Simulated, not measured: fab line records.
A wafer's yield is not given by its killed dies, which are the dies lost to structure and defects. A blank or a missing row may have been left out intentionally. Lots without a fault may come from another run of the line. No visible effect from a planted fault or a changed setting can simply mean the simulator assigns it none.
Matching of chambers | flow nand harc | 3 sister chambers for NHARC_A_STAIRCASE_DEP_325 on pecvd-04
The step deposits SiO2, target thk 3800 nm. 18 wafers are shown with their chamber, then 9 later ones without.

== EACH WAFER AND ITS CHAMBER ==
wafer  | chamber | heater power outer w (W) | heater power w (W) | susceptor temp C (C)
L075.1 | 2       | 333                      | 671                | 399.72
L075.3 | 0       | 345                      | 691                | 399.64
L075.6 | 1       | 359                      | 702                | 399.74
L079.1 | 2       | 368                      | 746                | 399.67
L079.2 | 1       | 480                      | 813                | 399.91
L079.3 | 0       | 353                      | 681                | 399.91
L081.4 | 2       | 269                      | 603                | 399.96
L081.5 | 1       | 362                      | 688                | 400.13
L081.6 | 0       | 319                      | 648                | 399.71
L082.3 | 0       | 392                      | 738                | 400.09
L082.4 | 0       | 331                      | 656                | 400.10
L082.6 | 1       | 359                      | 675                | 400.05
L085.1 | 2       | 323                      | 657                | 400.09
L085.3 | 0       | 410                      | 774                | 399.80
L085.5 | 1       | 381                      | 697                | 399.93
L086.1 | 2       | 312                      | 666                | 399.98
L086.3 | 1       | 474                      | 832                | 399.87
L086.5 | 1       | 380                      | 682                | 399.84

SIGNATURES (averages over the wafers above)
reading              | chamber 0 | chamber 1 | chamber 2 | scatter within a chamber
heater power outer w | 358.33    | 399.29    | 321.00    | 43.9
heater power w       | 698.00    | 727.00    | 668.60    | 56.9
susceptor temp C     | 399.8750  | 399.9243  | 399.8840  | 0.167
Rule: for a wafer and a chamber, the distance is found by dividing, reading by reading, the gap between the wafer's reading and the chamber's mean by the reading's scatter, squaring, summing and taking the root. The wafer belongs to the nearest chamber; if the next one is less than 2 further off, it can't be placed. How the scatter is found: for the shown wafers, subtract from each reading the mean of its chamber, square and add these, divide the total by (wafers less chambers), then take the root.

== WAFERS WITHOUT THEIR CHAMBER ==
wafer  | heater power outer w (W) | heater power w (W) | susceptor temp C (C)
L094.1 | 429                      | 784                | 400.15
L094.3 | 327                      | 619                | 400.15
L094.5 | 318                      | 657                | 400.32
L092.1 | 345                      | 669                | 400.08
L092.2 | 432                      | 776                | 400.03
L092.6 | 359                      | 659                | 400.00
L095.2 | 363                      | 706                | 399.50
L095.3 | 397                      | 717                | 399.91
L095.4 | 321                      | 638                | 399.83

== THE CHAMBER EACH PASSED THROUGH ==
wafer  | from the rows above          | in truth
L094.1 | can't be placed: 1 or 0 or 2 | 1
L094.3 | can't be placed: 2 or 0 or 1 | 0
L094.5 | can't be placed: 2 or 0 or 1 | 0
L092.1 | can't be placed: 2 or 0 or 1 | 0
L092.2 | can't be placed: 1 or 0 or 2 | 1
L092.6 | can't be placed: 0 or 2 or 1 | 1
L095.2 | can't be placed: 0 or 2 or 1 | 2
L095.3 | can't be placed: 1 or 0 or 2 | 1
L095.4 | can't be placed: 2 or 0 or 1 | 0
Correctly placed: 0 of 9. From these rows, 9 cannot be placed; in 9 the true chamber is one of the candidates. Wrongly placed: 0.
